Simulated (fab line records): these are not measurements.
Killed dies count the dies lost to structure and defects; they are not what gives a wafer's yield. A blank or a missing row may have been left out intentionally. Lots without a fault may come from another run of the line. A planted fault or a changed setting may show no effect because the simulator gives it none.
Chamber matching + flow nand harc + NHARC_P_M1_CMP_23 on cmp-03 has 4 sister chambers
The step polishes, t overpolish 20 s, target thk 157.82 nm. 4 wafers are shown with their chamber, then 11 later ones without.

== WAFERS, EACH WITH ITS CHAMBER ==
| wafer  | chamber | motor current A (A) |
|--------|---------|---------------------|
| L085.6 | 0       | 12.4                |
| L091.2 | 1       | 10.1                |
| L091.4 | 2       | 12.3                |
| L092.2 | 3       | 11.5                |

== WAFERS WHOSE CHAMBER IS MISSING ==
| wafer  | motor current A (A) |
|--------|---------------------|
| L092.4 | 10.0                |
| L092.6 | 11.9                |
| L094.1 | 10.5                |
| L094.2 | 11.1                |
| L094.3 | 12.2                |
| L095.1 | 10.5                |
| L095.2 | 11.8                |
| L095.6 | 10.4                |
| L097.1 | 11.5                |
| L097.3 | 10.8                |
| L097.5 | 10.4                |

== CHAMBER TAKEN BY EACH ==
| wafer  | from the rows above          | in truth |
|--------|------------------------------|----------|
| L092.4 | 1                            | 1        |
| L092.6 | can't be placed: 2 or 3 or 0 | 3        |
| L094.1 | can't be placed: 1 or 3      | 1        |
| L094.2 | can't be placed: 3 or 1      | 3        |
| L094.3 | can't be placed: 2 or 0 or 3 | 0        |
| L095.1 | can't be placed: 1 or 3      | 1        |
| L095.2 | can't be placed: 3 or 2 or 0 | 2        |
| L095.6 | 1                            | 1        |
| L097.1 | 3                            | 3        |
| L097.3 | can't be placed: 3 or 1      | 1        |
| L097.5 | 1                            | 1        |
Placed correctly: 4 of 11. Not placeable from these rows: 7 (in 7, the candidates include the true chamber). Wrongly placed: 0.
How it was worked out, from the rows above alone: a wafer's distance from a chamber is the root of the sum, over the readings, of the square of ((its reading less the chamber's mean) divided by the reading's scatter). The wafer belongs to the nearest chamber; if the next one is less than 2 further off, it can't be placed. Each chamber's mean is taken over the wafers shown for it. The scatter: root of mean squared gap, hidden wafer to nearest shown wafer, with one shown wafer a chamber.
